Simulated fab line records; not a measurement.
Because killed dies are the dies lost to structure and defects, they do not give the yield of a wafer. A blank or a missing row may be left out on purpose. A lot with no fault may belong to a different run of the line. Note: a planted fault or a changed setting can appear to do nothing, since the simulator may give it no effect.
Which tool was responsible? :: flow n5Finfet :: Sampling: 6 lots, 16 wafers, 2 of 1938 route steps

WHAT EACH GAUGE READ, for each wafer
N5_PASSIVATION_INSPECT_67: inspects for defects (macro).
lot: L721
measured: day 12 15:01
on: defectInspect-02
rawDefectCount: 2 3

lot: L722
measured: day 13 08:15
on: defectInspect-01
rawDefectCount: 2 1 2

lot: L724
measured: day 13 15:10
on: defectInspect-02
rawDefectCount: 4 3 0

lot: L727
measured: day 14 12:02
on: defectInspect-01
rawDefectCount: 1 1

lot: L732
measured: day 15 12:59
on: defectInspect-01
rawDefectCount: 0 0 3

lot: L738
measured: day 17 01:52
on: defectInspect-02
rawDefectCount: 1 1 4

WHAT TOOL EACH LOT RAN ON (gives the tool, then ch and the chambers of the sampled wafers, and finally the start)
lot: L721
N5_PASSIVATION_DEGAS_18: pvdSputter-03, day 12 11:50

lot: L722
N5_PASSIVATION_DEGAS_18: pvdSputter-02, day 13 05:34

lot: L724
N5_PASSIVATION_DEGAS_18: pvdSputter-01, day 13 11:57

lot: L727
N5_PASSIVATION_DEGAS_18: pvdSputter-03, day 14 08:46

lot: L732
N5_PASSIVATION_DEGAS_18: pvdSputter-01, day 15 09:25

lot: L738
N5_PASSIVATION_DEGAS_18: pvdSputter-03, day 16 22:31
- N5_PASSIVATION_DEGAS_18: time 60 s.

THE ANSWER, worked out from the rows above alone
Rule: the lots themselves supply what counts as usual. The widest of any qualifying gaps counts: lots, ordered by their means at a reading, are off when they make up no more than a third of the lots, leave a main group of 4 or more, and stand apart from it by 3 or more times the standard deviation of that group's means. A main group whose means are all the same, to the digits that the tables above print for the reading, isn't used. Also off: a lot with no number at a reading for which 4 or more lots have one. All remaining lots with rows at the step are treated as sound.
Nothing can be told from this: no lot is off at any reading shown.

WHAT WAS PUT IN BY THE SIMULATOR
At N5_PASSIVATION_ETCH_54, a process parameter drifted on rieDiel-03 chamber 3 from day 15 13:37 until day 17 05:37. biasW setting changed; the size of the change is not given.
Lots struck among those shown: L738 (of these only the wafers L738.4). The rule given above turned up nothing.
